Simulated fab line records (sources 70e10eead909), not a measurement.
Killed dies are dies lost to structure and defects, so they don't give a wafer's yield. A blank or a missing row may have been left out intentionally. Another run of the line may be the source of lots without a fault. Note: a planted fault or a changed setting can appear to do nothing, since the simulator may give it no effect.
Struck lot and sound lot, side by side	flow nandHarc	39 out of 1159 route steps
Sound: wafers L382.1, L382.5, L382.6. Struck: wafer L391.4. Last of all comes the cause.
Per side, at each step with rows, come the tool, then ch with its chambers, and then its first start. Under that, the readings that differ: sound wafers	struck wafers	difference of the means	sigmas: that difference in standard deviations of wafers without a fault.
alike: same words and numbers on both sides, and readings whose means sit less than 2 such deviations apart. not compared: any withheld reading, any reading some wafer has no value for, any bound like >300 that may hide the same value, and any number with overlapping values for which the record gives no deviation.
The two part at a step that has a row with sigmas, a row that says differs or no value, or rows on one side only. Numbers that don't overlap but have no deviation are shown without sigmas and don't part them. A reading that every wafer of one side lacks parts them only if that side has two wafers or more.

first, 10 steps without rows for these wafers: NHARC_A_CHANNEL_HOLE_D1_DEP_00 (deposits aC, target thk 3100 nm); NHARC_A_CHANNEL_HOLE_D1_DEP_01 (deposits SiON, target thk 140 nm); NHARC_A_CHANNEL_HOLE_D1_DEHYDRATE_02 (time 120 s); NHARC_A_CHANNEL_HOLE_D1_HMDS_03 (time 30 s); NHARC_A_CHANNEL_HOLE_D1_COAT_36 (time 75 s); NHARC_A_CHANNEL_HOLE_D1_COAT_37 (time 65 s); NHARC_A_CHANNEL_HOLE_D1_COAT_04 (resist thk 90 nm); NHARC_A_CHANNEL_HOLE_D1_SOFTBAKE_05 (time 55 s); NHARC_A_CHANNEL_HOLE_D1_EBR_06; NHARC_A_CHANNEL_HOLE_D1_EXPOSE_07 (exposes mask HOLE D1, target cd 100 nm).
NHARC_A_CHANNEL_HOLE_D1_PEB_08: peb time 65 s.
  sound on lithoTrack-06 ch 0, day 9 11:34; struck on lithoTrack-06 ch 0, day 11 23:54
  alike: chillPlateTempC, heaterPowerTotalW
then, 1 step without rows for these wafers: NHARC_A_CHANNEL_HOLE_D1_DEVELOP_09 (develop time 35 s).
NHARC_A_CHANNEL_HOLE_D1_CD_MEAS_10: the cd target is 100 nm.
  sound on cdSem-02 ch 0, day 9 11:39; struck on cdSem-01 ch 0
reading	sound	struck	difference	sigmas
cdNm (nm)	99.7 100.6 99.2	117.0	+17.2	+28
  not compared: hold
NHARC_A_CHANNEL_HOLE_D1_OVL_MEAS_11:
  struck on overlay-01, day 12 07:34; sound on overlay-01, day 9 11:44
reading	sound	struck	difference	sigmas
hold	- - -	awaitDispo/7.3h/release	no value on the sound wafers	
overlayXNm (nm)	-1.2 -1.4 -1.4	0.5	+1.8	+2
  alike: overlayYNm
NHARC_A_CHANNEL_HOLE_D1_DESCUM_15: chemistry O2, time 3 s.
  sound on rieDiel-06 ch 0,2,3, day 9 11:52; struck on rieDiel-09 ch 3, day 12 07:40
reading	sound	struck	difference	sigmas
model.A_CHANNEL_HOLE_D1.cdNm (nm)	100.9 101.9 99.45	116.6	+15.8	
  alike: drypumpMotorCurrentA, oesProductAu, rfVppV, showerheadPlenumPTorr, throttleValvePct
  not compared: rfHoursCounterH
then, 4 steps without rows for these wafers: NHARC_A_CHANNEL_HOLE_D1_ETCH_38 (etches the open film in CF4, target depth 39 nm, time 65 s); NHARC_A_CHANNEL_HOLE_D1_ETCH_39 (etches the open film in N2/H2, target depth 260 nm, time 325 s); NHARC_A_CHANNEL_HOLE_D1_ETCH_34 (etches the open film in CF4/CHF3, target depth 154 nm, time 77 s); NHARC_A_CHANNEL_HOLE_D1_ETCH_16 (etches the open film in O2/COS, target depth 3100 nm, time 806 s).
NHARC_A_CHANNEL_HOLE_D1_CD_MEAS_18:
  struck on cdSem-01, day 12 08:58; sound on cdSem-01, day 9 12:57
reading	sound	struck	difference	sigmas
cdNm (nm)	101 93 99	113	+15	+5
  not compared: hold
then, 11 steps without rows for these wafers: NHARC_A_CHANNEL_HOLE_D1_ETCH_20 (etches the open film in C4F8/O2/Ar, time 361.9 s, target depth 1600 nm); NHARC_A_CHANNEL_HOLE_D1_ETCH_21 (etches the open film in C4F8/O2/Ar, time 514.3 s, target depth 1600 nm); NHARC_A_CHANNEL_HOLE_D1_ETCH_22 (etches the open film in C4F8/O2/Ar, time 666.7 s, target depth 1600 nm); NHARC_A_CHANNEL_HOLE_D1_ETCH_23 (etches the open film in C4F8/O2/Ar, time 819 s, target depth 1600 nm); NHARC_A_CHANNEL_HOLE_D1_ETCH_24 (etches the open film in C4F8/O2/Ar, time 906.2 s, target depth 1500 nm); NHARC_A_CHANNEL_HOLE_D1_ETCH_25 (etches the open film in C4F8/O2/Ar, time 1040.2 s, target depth 1500 nm); NHARC_A_CHANNEL_HOLE_D1_ETCH_26 (etches the open film in C4F8/O2/Ar, time 224.1 s, target depth 300 nm); NHARC_A_CHANNEL_HOLE_D1_ETCH_33 (etches the open film in C4F8/O2/Ar, time 90 s, target depth 400 nm); NHARC_A_CHANNEL_HOLE_D1_STRIP_41 (strips in N2/H2); NHARC_A_CHANNEL_HOLE_D1_STRIP_42 (strips in CF4/CHF3); NHARC_A_CHANNEL_HOLE_D1_STRIP_43 (strips in O2/COS).
NHARC_A_CHANNEL_HOLE_D1_ETCH_44: etches the open film in CF4/O2, target depth 140 nm, overetch 14 nm, time 77 s.
  sound on rieDiel-09 ch 0,1, day 9 18:05; struck on rieDiel-05 ch 3, day 12 18:28
reading	sound	struck	difference	sigmas
drypumpMotorCurrentA (A)	6.6 6.5 5.3	5.0	-1.1	-2
oesProductAu (a.u.)	0.984 0.983 0.981	1.008	+0.025	+2
model.A_CHANNEL_HOLE_D1.cdNm (nm)	90.88 93 90.86	107	+15	
  alike: rfVppV, showerheadPlenumPTorr, throttleValvePct
  not compared: rfHoursCounterH
then, 3 steps without rows for these wafers: NHARC_A_CHANNEL_HOLE_D1_STRIP_27 (strips in O2); NHARC_A_CHANNEL_HOLE_D1_PRECLEAN_28 (cleans in SC1); NHARC_A_CHANNEL_HOLE_D1_SRD_29.
NHARC_A_CHANNEL_HOLE_D1_CD_MEAS_30:
  struck on cdSem-01, day 12 19:32; sound on cdSem-01, day 9 19:14
reading	sound	struck	difference	sigmas
cdNm (nm)	91.0 92.7 91.1	108.0	+16.4	+11
  not compared: hold
NHARC_A_CHANNEL_HOLE_D1_XSEM_31:
  sound on xsem-01 ch 0, day 9 19:19; struck on xsem-02 ch 0, day 12 20:59
reading	sound	struck	difference	sigmas
hold	- - -	awaitDispo/1.3h/release	no value on the sound wafers	
botCdNm (nm)	74.9 77.8 75.1	92.7	+16.8	+11
  alike: bowNm, tiltDeg
-- jump in the record: it breaks off in module A_CHANNEL_HOLE_D1 and resumes in module END (first step shown: number 1158 of the route), and 14 days separate the struck wafers' starts before and after --
NHARC_END_WLT_00:
  struck on prober-01, day 26 23:00; sound on prober-02, day 24 00:43
reading	sound	struck	difference	sigmas
VT_DECK1_BOTTOM	0.878 0.874 0.878	0.916	+0.039	+6
VT_DECK1_BOTTOM_INNER	0.871 0.875 0.873	0.913	+0.040	+5
VT_DECK1_MEDIAN_NEAR_BOTTOM	0.871 0.874 0.874	0.914	+0.041	+5
VT_DECK1_MEDIAN_NEAR_BOTTOM_INNER	0.867 0.881 0.875	0.910	+0.036	+5
VT_DECK1_MIDDLE	0.879 0.887 0.888	0.917	+0.032	+5
VT_DECK1_MIDDLE_INNER	0.883 0.884 0.887	0.909	+0.024	+3
VT_DECK1_TOP	0.902 0.893 0.899	0.924	+0.026	+4
  alike: VT_DECK1_TOP_INNER
NHARC_END_SORT_01:
  the record has rows for the struck wafers here (prober-01 ch 0, day 27 02:52) and none for the sound ones

== WHERE THEY PART ==
Last at NHARC_END_SORT_01 as far as this record goes, first at NHARC_A_CHANNEL_HOLE_D1_CD_MEAS_10.

WHY: whatever the simulator had introduced
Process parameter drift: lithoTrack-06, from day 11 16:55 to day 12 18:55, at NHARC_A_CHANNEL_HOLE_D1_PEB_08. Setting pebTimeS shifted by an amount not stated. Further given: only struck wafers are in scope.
